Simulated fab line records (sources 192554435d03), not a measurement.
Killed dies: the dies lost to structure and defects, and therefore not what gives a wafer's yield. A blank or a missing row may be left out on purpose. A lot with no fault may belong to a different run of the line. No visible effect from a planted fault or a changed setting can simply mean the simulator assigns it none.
What tool caused it? / flow n5Finfet / Sampling: 24 lots, 72 wafers, 6 of 1938 route steps

== WHAT THE GAUGES READ, wafer by wafer ==
N5_BEOL_M9_CD_MEAS_28: target cd 70 nm. Usual: 70.07 nm for cdNm, sd 0.26.
lot=L074; measured=day 10 19:41; on=cdSem-01; cdNm (nm)=70.17 70.04 69.90; flag=
lot=L075; measured=day 10 19:31; on=cdSem-03; cdNm (nm)=70.08 70.19 70.17; flag=
lot=L078; measured=day 12 19:44; on=cdSem-01; cdNm (nm)=69.83 70.12 70.02; flag=
lot=L077; measured=day 12 23:06; on=cdSem-03; cdNm (nm)=70.22 70.02 70.14; flag=
lot=L079; measured=day 13 17:28; on=cdSem-02; cdNm (nm)=70.11 69.87 70.23; flag=
lot=L080; measured=day 13 17:26; on=cdSem-02; cdNm (nm)=69.85 69.84 70.25; flag=
lot=L081; measured=day 14 07:04; on=cdSem-02; cdNm (nm)=70.14 70.00 69.91; flag=
lot=L082; measured=day 14 09:40; on=cdSem-02; cdNm (nm)=70.19 70.25 70.04; flag=
lot=L083; measured=day 14 20:23; on=cdSem-01; cdNm (nm)=69.49 69.91 69.53; flag=
lot=L084; measured=day 15 06:39; on=cdSem-03; cdNm (nm)=69.86 69.77 69.77; flag=
lot=L085; measured=day 15 06:29; on=cdSem-01; cdNm (nm)=69.84 69.96 69.98; flag=
lot=L087; measured=day 15 09:42; on=cdSem-02; cdNm (nm)=70.07 70.48 70.30; flag=
lot=L086; measured=day 15 09:52; on=cdSem-02; cdNm (nm)=69.75 70.44 70.43; flag=
lot=L076; measured=day 15 20:06; on=cdSem-01; cdNm (nm)=69.78 69.61 69.60; flag=
lot=L089; measured=day 15 20:16; on=cdSem-01; cdNm (nm)=70.66 70.04 70.15; flag=
lot=L090; measured=day 16 03:46; on=cdSem-01; cdNm (nm)=70.14 70.31 70.11; flag=
lot=L091; measured=day 16 18:14; on=cdSem-03; cdNm (nm)=70.30 70.55 70.32; flag=
lot=L088; measured=day 16 20:28; on=cdSem-01; cdNm (nm)=69.98 69.92 70.07; flag=
lot=L092; measured=day 16 23:21; on=cdSem-01; cdNm (nm)=69.98 70.30 69.49; flag=
lot=L094; measured=day 17 03:18; on=cdSem-01; cdNm (nm)=70.07 69.80 70.05; flag=
lot=L093; measured=day 17 03:31; on=cdSem-01; cdNm (nm)=70.28 70.25 70.30; flag=
lot=L095; measured=day 17 05:40; on=cdSem-02; cdNm (nm)=70.28 70.42 70.55; flag=
lot=L096; measured=day 17 08:18; on=cdSem-01; cdNm (nm)=70.52 69.98 70.20; flag=
lot=L097; measured=day 17 15:17; on=cdSem-01; cdNm (nm)=70.29 69.94 70.03; flag=

N5_BEOL_M9_INSPECT_30: inspects for defects (brightfield). Usual: 416 for rawDefectCount, sd 81.
lot=L074; measured=day 10 19:47; on=defectInspect-01; rawDefectCount=417 384 312; flag=
lot=L075; measured=day 10 19:37; on=defectInspect-01; rawDefectCount=377 426 435; flag=
lot=L078; measured=day 12 19:49; on=defectInspect-01; rawDefectCount=367 440 405; flag=
lot=L077; measured=day 12 23:11; on=defectInspect-01; rawDefectCount=342 392 385; flag=
lot=L079; measured=day 13 17:34; on=defectInspect-01; rawDefectCount=319 445 455; flag=
lot=L080; measured=day 13 17:31; on=defectInspect-01; rawDefectCount=302 412 446; flag=
lot=L081; measured=day 14 07:10; on=defectInspect-01; rawDefectCount=358 320 359; flag=
lot=L082; measured=day 14 09:45; on=defectInspect-01; rawDefectCount=573 545 455; flag=
lot=L083; measured=day 14 20:29; on=defectInspect-02; rawDefectCount=408 308 306; flag=
lot=L084; measured=day 15 06:44; on=defectInspect-01; rawDefectCount=344 367 355; flag=
lot=L085; measured=day 15 06:34; on=defectInspect-01; rawDefectCount=461 294 467; flag=
lot=L087; measured=day 15 09:47; on=defectInspect-02; rawDefectCount=437 491 553; flag=
lot=L086; measured=day 15 09:58; on=defectInspect-02; rawDefectCount=459 448 368; flag=
lot=L076; measured=day 15 20:11; on=defectInspect-02; rawDefectCount=443 569 413; flag=
lot=L089; measured=day 15 20:21; on=defectInspect-01; rawDefectCount=456 376 506; flag=
lot=L090; measured=day 16 03:50; on=defectInspect-02; rawDefectCount=468 596 330; flag=
lot=L091; measured=day 16 18:19; on=defectInspect-02; rawDefectCount=498 381 509; flag=
lot=L088; measured=day 16 20:34; on=defectInspect-02; rawDefectCount=744 609 528; flag=
lot=L092; measured=day 16 23:26; on=defectInspect-02; rawDefectCount=647 411 561; flag=
lot=L094; measured=day 17 03:23; on=defectInspect-02; rawDefectCount=322 349 362; flag=
lot=L093; measured=day 17 03:36; on=defectInspect-02; rawDefectCount=418 546 560; flag=
lot=L095; measured=day 17 05:46; on=defectInspect-02; rawDefectCount=303 387 414; flag=
lot=L096; measured=day 17 08:23; on=defectInspect-02; rawDefectCount=369 405 442; flag=
lot=L097; measured=day 17 15:23; on=defectInspect-02; rawDefectCount=341 422 467; flag=

N5_BEOL_M9_CD_MEAS_35: target cd 70 nm, target cd y 40 nm. Usual: 70.2 nm for cdNm, sd 0.63.
lot=L074; measured=day 10 20:25; on=cdSem-02; cdNm (nm)=70.9 69.6 70.6; flag=
lot=L075; measured=day 10 21:35; on=cdSem-01; cdNm (nm)=70.7 70.7 71.4; flag=
lot=L078; measured=day 12 20:28; on=cdSem-02; cdNm (nm)=68.7 70.2 69.9; flag=
lot=L077; measured=day 13 00:13; on=cdSem-03; cdNm (nm)=68.5 69.6 69.1; flag=
lot=L079; measured=day 13 18:36; on=cdSem-01; cdNm (nm)=69.3 70.5 71.1; flag=
lot=L080; measured=day 13 18:10; on=cdSem-02; cdNm (nm)=69.8 70.9 70.0; flag=
lot=L081; measured=day 14 07:49; on=cdSem-03; cdNm (nm)=70.8 70.5 70.6; flag=
lot=L082; measured=day 14 11:03; on=cdSem-03; cdNm (nm)=69.2 70.4 69.2; flag=
lot=L083; measured=day 14 21:23; on=cdSem-02; cdNm (nm)=70.1 71.2 70.8; flag=
lot=L084; measured=day 15 08:39; on=cdSem-02; cdNm (nm)=70.3 69.6 70.1; flag=
lot=L085; measured=day 15 07:44; on=cdSem-01; cdNm (nm)=70.5 70.0 70.0; flag=
lot=L087; measured=day 15 10:26; on=cdSem-01; cdNm (nm)=70.8 69.5 70.6; flag=
lot=L086; measured=day 15 10:44; on=cdSem-02; cdNm (nm)=70.1 70.6 70.5; flag=
lot=L076; measured=day 15 21:04; on=cdSem-02; cdNm (nm)=69.9 69.8 70.2; flag=
lot=L089; measured=day 15 21:07; on=cdSem-03; cdNm (nm)=70.4 69.8 69.8; flag=
lot=L090; measured=day 16 04:29; on=cdSem-01; cdNm (nm)=70.8 70.8 69.0; flag=
lot=L091; measured=day 16 19:38; on=cdSem-02; cdNm (nm)=71.4 70.0 70.0; flag=
lot=L088; measured=day 16 21:12; on=cdSem-01; cdNm (nm)=70.0 70.5 71.2; flag=
lot=L092; measured=day 17 00:05; on=cdSem-02; cdNm (nm)=70.0 70.4 69.1; flag=
lot=L094; measured=day 17 04:02; on=cdSem-01; cdNm (nm)=69.6 70.2 69.0; flag=
lot=L093; measured=day 17 04:20; on=cdSem-03; cdNm (nm)=69.8 69.5 70.2; flag=
lot=L095; measured=day 17 06:55; on=cdSem-02; cdNm (nm)=69.8 70.1 69.9; flag=
lot=L096; measured=day 17 09:02; on=cdSem-01; cdNm (nm)=70.7 70.4 70.5; flag=
lot=L097; measured=day 17 16:07; on=cdSem-01; cdNm (nm)=71.0 70.0 70.1; flag=

N5_BEOL_M9_RS_MEAS_57: the measuring method here is four-point-probe. Usual: M9_RS gives 0.152 ohm/sq (standard deviation 0.0051).
lot=L074; measured=day 10 22:42; on=filmMetro-02; M9_RS (ohm/sq)=0.150 0.152 0.150; flag=
lot=L075; measured=day 10 23:49; on=filmMetro-02; M9_RS (ohm/sq)=0.153 0.148 0.151; flag=
lot=L078; measured=day 13 00:25; on=filmMetro-01; M9_RS (ohm/sq)=0.149 0.155 0.150; flag=
lot=L077; measured=day 13 03:32; on=filmMetro-02; M9_RS (ohm/sq)=0.151 0.152 0.154; flag=
lot=L079; measured=day 13 23:45; on=filmMetro-01; M9_RS (ohm/sq)=0.151 0.153 0.147; flag=
lot=L080; measured=day 13 23:17; on=filmMetro-02; M9_RS (ohm/sq)=0.158 0.155 0.150; flag=
lot=L081; measured=day 14 09:57; on=filmMetro-01; M9_RS (ohm/sq)=0.157 0.159 0.153; flag=
lot=L082; measured=day 14 15:11; on=filmMetro-01; M9_RS (ohm/sq)=0.156 0.154 0.157; flag=
lot=L083; measured=day 15 01:10; on=filmMetro-01; M9_RS (ohm/sq)=0.158 0.145 0.150; flag=
lot=L084; measured=day 15 12:26; on=filmMetro-02; M9_RS (ohm/sq)=0.148 0.154 0.157; flag=
lot=L085; measured=day 15 11:34; on=filmMetro-01; M9_RS (ohm/sq)=0.151 0.158 0.151; flag=
lot=L087; measured=day 15 12:42; on=filmMetro-02; M9_RS (ohm/sq)=0.157 0.161 0.162; flag=
lot=L086; measured=day 15 13:14; on=filmMetro-02; M9_RS (ohm/sq)=0.149 0.157 0.150; flag=
lot=L076; measured=day 15 23:39; on=filmMetro-02; M9_RS (ohm/sq)=0.160 0.151 0.149; flag=
lot=L089; measured=day 15 23:59; on=filmMetro-01; M9_RS (ohm/sq)=0.151 0.152 0.163; flag=
lot=L090; measured=day 16 07:16; on=filmMetro-01; M9_RS (ohm/sq)=0.151 0.162 0.159; flag=
lot=L091; measured=day 16 22:28; on=filmMetro-02; M9_RS (ohm/sq)=0.155 0.160 0.150; flag=
lot=L088; measured=day 17 01:53; on=filmMetro-01; M9_RS (ohm/sq)=0.142 0.151 0.150; flag=
lot=L092; measured=day 17 02:23; on=filmMetro-02; M9_RS (ohm/sq)=0.162 0.153 0.150; flag=
lot=L094; measured=day 17 06:43; on=filmMetro-01; M9_RS (ohm/sq)=0.141 0.150 0.146; flag=
lot=L093; measured=day 17 06:51; on=filmMetro-02; M9_RS (ohm/sq)=0.148 0.148 0.161; flag=
lot=L095; measured=day 17 09:46; on=filmMetro-01; M9_RS (ohm/sq)=0.139 0.138 0.144; flag=
lot=L096; measured=day 17 11:58; on=filmMetro-01; M9_RS (ohm/sq)=0.151 0.152 0.148; flag=
lot=L097; measured=day 17 18:20; on=filmMetro-02; M9_RS (ohm/sq)=0.151 0.151 0.147; flag=

== WHICH TOOL RAN EACH LOT (tool, then ch and the chambers of the sampled wafers, then the start) ==
lot=L074; N5_BEOL_M9_DESCUM_16=rieDiel-06 ch 0,3, day 10 17:08; N5_BEOL_M9_STRIP_19=rieDiel-04 ch 0,1,2, day 10 17:37
lot=L075; N5_BEOL_M9_DESCUM_16=rieDiel-02 ch 1,2,3, day 10 17:11; N5_BEOL_M9_STRIP_19=rieDiel-06 ch 0,1,3, day 10 17:38
lot=L078; N5_BEOL_M9_DESCUM_16=rieDiel-06 ch 0,1,2, day 12 18:32; N5_BEOL_M9_STRIP_19=rieDiel-06 ch 0,2, day 12 18:56
lot=L077; N5_BEOL_M9_DESCUM_16=rieDiel-04 ch 0,2,3, day 12 21:17; N5_BEOL_M9_STRIP_19=rieDiel-04 ch 0,2,3, day 12 21:40
lot=L079; N5_BEOL_M9_DESCUM_16=rieDiel-06 ch 0,1,2, day 13 15:05; N5_BEOL_M9_STRIP_19=rieDiel-04 ch 0,1, day 13 15:31
lot=L080; N5_BEOL_M9_DESCUM_16=rieDiel-04 ch 0,1, day 13 15:33; N5_BEOL_M9_STRIP_19=rieDiel-04 ch 0,1,2, day 13 15:56
lot=L081; N5_BEOL_M9_DESCUM_16=rieDiel-06 ch 0,2,3, day 14 04:41; N5_BEOL_M9_STRIP_19=rieDiel-04 ch 1,2, day 14 05:10
lot=L082; N5_BEOL_M9_DESCUM_16=rieDiel-06 ch 0,1,2, day 14 08:17; N5_BEOL_M9_STRIP_19=rieDiel-04 ch 0,2, day 14 08:50
lot=L083; N5_BEOL_M9_DESCUM_16=rieDiel-06 ch 0,1, day 14 18:02; N5_BEOL_M9_STRIP_19=rieDiel-06 ch 0,3, day 14 18:32
lot=L084; N5_BEOL_M9_DESCUM_16=rieDiel-06 ch 0,1,3, day 15 04:50; N5_BEOL_M9_STRIP_19=rieDiel-04 ch 0,2,3, day 15 05:44
lot=L085; N5_BEOL_M9_DESCUM_16=rieDiel-06 ch 1,3, day 15 05:17; N5_BEOL_M9_STRIP_19=rieDiel-04 ch 1,2, day 15 05:47
lot=L087; N5_BEOL_M9_DESCUM_16=rieDiel-06 ch 0,3, day 15 08:04; N5_BEOL_M9_STRIP_19=rieDiel-02 ch 0,1,3, day 15 08:28
lot=L086; N5_BEOL_M9_DESCUM_16=rieDiel-04 ch 0,1, day 15 08:19; N5_BEOL_M9_STRIP_19=rieDiel-02 ch 0,3, day 15 08:48
lot=L076; N5_BEOL_M9_DESCUM_16=rieDiel-04 ch 0,1,3, day 15 18:17; N5_BEOL_M9_STRIP_19=rieDiel-04 ch 0,1,3, day 15 18:40
lot=L089; N5_BEOL_M9_DESCUM_16=rieDiel-02 ch 0,3, day 15 18:27; N5_BEOL_M9_STRIP_19=rieDiel-02 ch 0,1, day 15 18:50
lot=L090; N5_BEOL_M9_DESCUM_16=rieDiel-02 ch 0,1,3, day 16 01:35; N5_BEOL_M9_STRIP_19=rieDiel-06 ch 1,2, day 16 01:58
lot=L091; N5_BEOL_M9_DESCUM_16=rieDiel-04 ch 1,2, day 16 14:58; N5_BEOL_M9_STRIP_19=rieDiel-04 ch 0,3, day 16 15:29
lot=L088; N5_BEOL_M9_DESCUM_16=rieDiel-02 ch 0,1,2, day 16 19:40; N5_BEOL_M9_STRIP_19=rieDiel-02 ch 0,1,2, day 16 20:03
lot=L092; N5_BEOL_M9_DESCUM_16=rieDiel-04 ch 0,1,2, day 16 22:12; N5_BEOL_M9_STRIP_19=rieDiel-02 ch 0,1, day 16 22:35
lot=L094; N5_BEOL_M9_DESCUM_16=rieDiel-02 ch 0,1,3, day 17 00:26; N5_BEOL_M9_STRIP_19=rieDiel-02 ch 0,2,3, day 17 01:05
lot=L093; N5_BEOL_M9_DESCUM_16=rieDiel-04 ch 0,2,3, day 17 00:45; N5_BEOL_M9_STRIP_19=rieDiel-06 ch 0,1,2, day 17 01:10
lot=L095; N5_BEOL_M9_DESCUM_16=rieDiel-06 ch 0,3, day 17 04:38; N5_BEOL_M9_STRIP_19=rieDiel-06 ch 0,1, day 17 05:07
lot=L096; N5_BEOL_M9_DESCUM_16=rieDiel-04 ch 0,1, day 17 05:53; N5_BEOL_M9_STRIP_19=rieDiel-04 ch 1,2, day 17 06:23
lot=L097; N5_BEOL_M9_DESCUM_16=rieDiel-02 ch 1,2, day 17 09:41; N5_BEOL_M9_STRIP_19=rieDiel-02 ch 0,1, day 17 10:04
- N5_BEOL_M9_DESCUM_16: chemistry O2, time 7.9 s.
- N5_BEOL_M9_STRIP_19: strips in O2.

== AS READ BY THE TOOLS THEMSELVES (means over the sampled wafers that have a number; for cases with no such wafer, the mark the record gives instead) ==
N5_BEOL_M9_DESCUM_16. Usual: drypumpMotorCurrentA 5.5 A, standard deviation 0.36; oesProductAu 0.80 a.u., standard deviation 0.1; rfVppV 242.6 V, standard deviation 1.4; showerheadPlenumPTorr 2.07 Torr, standard deviation 0.075; throttleValvePct 20.42 %, standard deviation 0.27.
lot=L074; tool=rieDiel-06; drypumpMotorCurrentA (A)=5.2; oesProductAu (a.u.)=0.78; rfVppV (V)=241.7; showerheadPlenumPTorr (Torr)=2.03; throttleValvePct (%)=20.73; flag=
lot=L075; tool=rieDiel-02; drypumpMotorCurrentA (A)=5.7; oesProductAu (a.u.)=0.70; rfVppV (V)=242.1; showerheadPlenumPTorr (Torr)=2.03; throttleValvePct (%)=20.38; flag=
lot=L078; tool=rieDiel-06; drypumpMotorCurrentA (A)=5.3; oesProductAu (a.u.)=0.75; rfVppV (V)=243.0; showerheadPlenumPTorr (Torr)=2.06; throttleValvePct (%)=20.39; flag=
lot=L077; tool=rieDiel-04; drypumpMotorCurrentA (A)=5.6; oesProductAu (a.u.)=0.75; rfVppV (V)=242.7; showerheadPlenumPTorr (Torr)=2.10; throttleValvePct (%)=20.52; flag=
lot=L079; tool=rieDiel-06; drypumpMotorCurrentA (A)=5.3; oesProductAu (a.u.)=0.74; rfVppV (V)=241.7; showerheadPlenumPTorr (Torr)=2.06; throttleValvePct (%)=20.42; flag=
lot=L080; tool=rieDiel-04; drypumpMotorCurrentA (A)=5.9; oesProductAu (a.u.)=0.91; rfVppV (V)=244.2; showerheadPlenumPTorr (Torr)=2.12; throttleValvePct (%)=20.30; flag=
lot=L081; tool=rieDiel-06; drypumpMotorCurrentA (A)=5.2; oesProductAu (a.u.)=0.74; rfVppV (V)=242.0; showerheadPlenumPTorr (Torr)=2.07; throttleValvePct (%)=20.63; flag=
lot=L082; tool=rieDiel-06; drypumpMotorCurrentA (A)=5.3; oesProductAu (a.u.)=0.73; rfVppV (V)=241.6; showerheadPlenumPTorr (Torr)=2.06; throttleValvePct (%)=20.42; flag=
lot=L083; tool=rieDiel-06; drypumpMotorCurrentA (A)=5.2; oesProductAu (a.u.)=0.78; rfVppV (V)=241.6; showerheadPlenumPTorr (Torr)=2.03; throttleValvePct (%)=20.35; flag=
lot=L084; tool=rieDiel-06; drypumpMotorCurrentA (A)=5.3; oesProductAu (a.u.)=0.74; rfVppV (V)=241.7; showerheadPlenumPTorr (Torr)=2.01; throttleValvePct (%)=20.59; flag=
lot=L085; tool=rieDiel-06; drypumpMotorCurrentA (A)=5.6; oesProductAu (a.u.)=0.70; rfVppV (V)=241.1; showerheadPlenumPTorr (Torr)=1.98; throttleValvePct (%)=20.60; flag=
lot=L087; tool=rieDiel-06; drypumpMotorCurrentA (A)=5.0; oesProductAu (a.u.)=0.77; rfVppV (V)=241.4; showerheadPlenumPTorr (Torr)=2.03; throttleValvePct (%)=20.57; flag=
lot=L086; tool=rieDiel-04; drypumpMotorCurrentA (A)=6.0; oesProductAu (a.u.)=0.86; rfVppV (V)=242.8; showerheadPlenumPTorr (Torr)=2.11; throttleValvePct (%)=20.33; flag=
lot=L076; tool=rieDiel-04; drypumpMotorCurrentA (A)=5.9; oesProductAu (a.u.)=0.90; rfVppV (V)=244.0; showerheadPlenumPTorr (Torr)=2.11; throttleValvePct (%)=20.27; flag=
lot=L089; tool=rieDiel-02; drypumpMotorCurrentA (A)=5.6; oesProductAu (a.u.)=0.77; rfVppV (V)=243.8; showerheadPlenumPTorr (Torr)=2.08; throttleValvePct (%)=20.58; flag=
lot=L090; tool=rieDiel-02; drypumpMotorCurrentA (A)=5.7; oesProductAu (a.u.)=0.76; rfVppV (V)=242.3; showerheadPlenumPTorr (Torr)=2.05; throttleValvePct (%)=20.37; flag=
lot=L091; tool=rieDiel-04; drypumpMotorCurrentA (A)=5.9; oesProductAu (a.u.)=0.82; rfVppV (V)=244.7; showerheadPlenumPTorr (Torr)=2.20; throttleValvePct (%)=20.38; flag=
lot=L088; tool=rieDiel-02; drypumpMotorCurrentA (A)=5.6; oesProductAu (a.u.)=0.84; rfVppV (V)=242.3; showerheadPlenumPTorr (Torr)=2.05; throttleValvePct (%)=20.13; flag=
lot=L092; tool=rieDiel-04; drypumpMotorCurrentA (A)=5.7; oesProductAu (a.u.)=0.80; rfVppV (V)=244.1; showerheadPlenumPTorr (Torr)=2.15; throttleValvePct (%)=20.44; flag=
lot=L094; tool=rieDiel-02; drypumpMotorCurrentA (A)=5.7; oesProductAu (a.u.)=0.87; rfVppV (V)=242.1; showerheadPlenumPTorr (Torr)=2.05; throttleValvePct (%)=20.25; flag=
lot=L093; tool=rieDiel-04; drypumpMotorCurrentA (A)=5.5; oesProductAu (a.u.)=0.81; rfVppV (V)=243.0; showerheadPlenumPTorr (Torr)=2.09; throttleValvePct (%)=20.42; flag=
lot=L095; tool=rieDiel-06; drypumpMotorCurrentA (A)=5.1; oesProductAu (a.u.)=0.76; rfVppV (V)=241.8; showerheadPlenumPTorr (Torr)=2.03; throttleValvePct (%)=20.58; flag=
lot=L096; tool=rieDiel-04; drypumpMotorCurrentA (A)=6.1; oesProductAu (a.u.)=0.86; rfVppV (V)=243.7; showerheadPlenumPTorr (Torr)=2.16; throttleValvePct (%)=20.31; flag=
lot=L097; tool=rieDiel-02; drypumpMotorCurrentA (A)=5.7; oesProductAu (a.u.)=0.85; rfVppV (V)=242.3; showerheadPlenumPTorr (Torr)=2.02; throttleValvePct (%)=20.06; flag=

N5_BEOL_M9_STRIP_19. Usual: drypumpMotorCurrentA 5.6 A, standard deviation 0.37; oesProductAu 0.82 a.u., standard deviation 0.11; rfVppV 3.7 V, standard deviation 0.63; showerheadPlenumPTorr 2.09 Torr, standard deviation 0.082; throttleValvePct 16.60 %, standard deviation 0.27.
lot=L074; tool=rieDiel-04; drypumpMotorCurrentA (A)=5.8; oesProductAu (a.u.)=0.77; rfVppV (V)=3.5; showerheadPlenumPTorr (Torr)=2.08; throttleValvePct (%)=16.73; flag=
lot=L075; tool=rieDiel-06; drypumpMotorCurrentA (A)=5.3; oesProductAu (a.u.)=0.77; rfVppV (V)=3.6; showerheadPlenumPTorr (Torr)=2.02; throttleValvePct (%)=16.75; flag=
lot=L078; tool=rieDiel-06; drypumpMotorCurrentA (A)=5.0; oesProductAu (a.u.)=0.79; rfVppV (V)=3.9; showerheadPlenumPTorr (Torr)=2.09; throttleValvePct (%)=16.60; flag=
lot=L077; tool=rieDiel-04; drypumpMotorCurrentA (A)=5.6; oesProductAu (a.u.)=0.74; rfVppV (V)=4.2; showerheadPlenumPTorr (Torr)=2.10; throttleValvePct (%)=16.77; flag=
lot=L079; tool=rieDiel-04; drypumpMotorCurrentA (A)=6.1; oesProductAu (a.u.)=0.93; rfVppV (V)=3.4; showerheadPlenumPTorr (Torr)=2.18; throttleValvePct (%)=16.45; flag=
lot=L080; tool=rieDiel-04; drypumpMotorCurrentA (A)=5.8; oesProductAu (a.u.)=0.84; rfVppV (V)=3.4; showerheadPlenumPTorr (Torr)=2.16; throttleValvePct (%)=16.59; flag=
lot=L081; tool=rieDiel-04; drypumpMotorCurrentA (A)=5.9; oesProductAu (a.u.)=0.85; rfVppV (V)=3.5; showerheadPlenumPTorr (Torr)=2.22; throttleValvePct (%)=16.57; flag=
lot=L082; tool=rieDiel-04; drypumpMotorCurrentA (A)=5.4; oesProductAu (a.u.)=0.75; rfVppV (V)=4.3; showerheadPlenumPTorr (Torr)=2.14; throttleValvePct (%)=16.77; flag=
lot=L083; tool=rieDiel-06; drypumpMotorCurrentA (A)=5.2; oesProductAu (a.u.)=0.74; rfVppV (V)=3.5; showerheadPlenumPTorr (Torr)=2.02; throttleValvePct (%)=16.99; flag=
lot=L084; tool=rieDiel-04; drypumpMotorCurrentA (A)=5.5; oesProductAu (a.u.)=0.84; rfVppV (V)=3.2; showerheadPlenumPTorr (Torr)=2.10; throttleValvePct (%)=16.62; flag=
lot=L085; tool=rieDiel-04; drypumpMotorCurrentA (A)=5.5; oesProductAu (a.u.)=0.77; rfVppV (V)=3.3; showerheadPlenumPTorr (Torr)=2.20; throttleValvePct (%)=16.74; flag=
lot=L087; tool=rieDiel-02; drypumpMotorCurrentA (A)=5.7; oesProductAu (a.u.)=0.78; rfVppV (V)=3.9; showerheadPlenumPTorr (Torr)=2.06; throttleValvePct (%)=16.64; flag=
lot=L086; tool=rieDiel-02; drypumpMotorCurrentA (A)=5.6; oesProductAu (a.u.)=0.77; rfVppV (V)=3.7; showerheadPlenumPTorr (Torr)=2.08; throttleValvePct (%)=16.84; flag=
lot=L076; tool=rieDiel-04; drypumpMotorCurrentA (A)=5.9; oesProductAu (a.u.)=0.90; rfVppV (V)=3.4; showerheadPlenumPTorr (Torr)=2.11; throttleValvePct (%)=16.48; flag=
lot=L089; tool=rieDiel-02; drypumpMotorCurrentA (A)=5.8; oesProductAu (a.u.)=0.76; rfVppV (V)=3.6; showerheadPlenumPTorr (Torr)=2.03; throttleValvePct (%)=16.43; flag=
lot=L090; tool=rieDiel-06; drypumpMotorCurrentA (A)=5.4; oesProductAu (a.u.)=0.99; rfVppV (V)=3.6; showerheadPlenumPTorr (Torr)=2.19; throttleValvePct (%)=16.33; flag=
lot=L091; tool=rieDiel-04; drypumpMotorCurrentA (A)=5.7; oesProductAu (a.u.)=0.89; rfVppV (V)=3.2; showerheadPlenumPTorr (Torr)=2.05; throttleValvePct (%)=16.48; flag=
lot=L088; tool=rieDiel-02; drypumpMotorCurrentA (A)=5.6; oesProductAu (a.u.)=0.84; rfVppV (V)=3.9; showerheadPlenumPTorr (Torr)=2.05; throttleValvePct (%)=16.39; flag=
lot=L092; tool=rieDiel-02; drypumpMotorCurrentA (A)=5.8; oesProductAu (a.u.)=0.76; rfVppV (V)=4.0; showerheadPlenumPTorr (Torr)=2.02; throttleValvePct (%)=16.46; flag=
lot=L094; tool=rieDiel-02; drypumpMotorCurrentA (A)=5.5; oesProductAu (a.u.)=0.96; rfVppV (V)=4.3; showerheadPlenumPTorr (Torr)=2.08; throttleValvePct (%)=16.44; flag=
lot=L093; tool=rieDiel-06; drypumpMotorCurrentA (A)=5.3; oesProductAu (a.u.)=0.90; rfVppV (V)=3.7; showerheadPlenumPTorr (Torr)=2.15; throttleValvePct (%)=16.40; flag=
lot=L095; tool=rieDiel-06; drypumpMotorCurrentA (A)=5.4; oesProductAu (a.u.)=0.92; rfVppV (V)=3.5; showerheadPlenumPTorr (Torr)=2.18; throttleValvePct (%)=16.35; flag=
lot=L096; tool=rieDiel-04; drypumpMotorCurrentA (A)=5.6; oesProductAu (a.u.)=0.75; rfVppV (V)=4.2; showerheadPlenumPTorr (Torr)=2.19; throttleValvePct (%)=16.77; flag=
lot=L097; tool=rieDiel-02; drypumpMotorCurrentA (A)=5.6; oesProductAu (a.u.)=0.82; rfVppV (V)=3.8; showerheadPlenumPTorr (Torr)=2.07; throttleValvePct (%)=16.47; flag=

== THE ANSWER, worked out from the rows above alone ==
Rule: a lot is off if the mean of its wafers that have a number lies more than 3 standard deviations from the usual mean. Also off: a lot with no number at a reading for which 4 or more lots have one. All remaining lots with rows at the step are treated as sound. The gauges are gone through in route order, then the tools' own readings, and for those a lot's mean is taken as printed above. The first step at which some lot is off is used, and at that step the reading that is off furthest; a lot without a number counts as furthest.
None of the lots is off at any reading shown; this tells nothing.

== WHAT WAS PUT IN BY THE SIMULATOR ==
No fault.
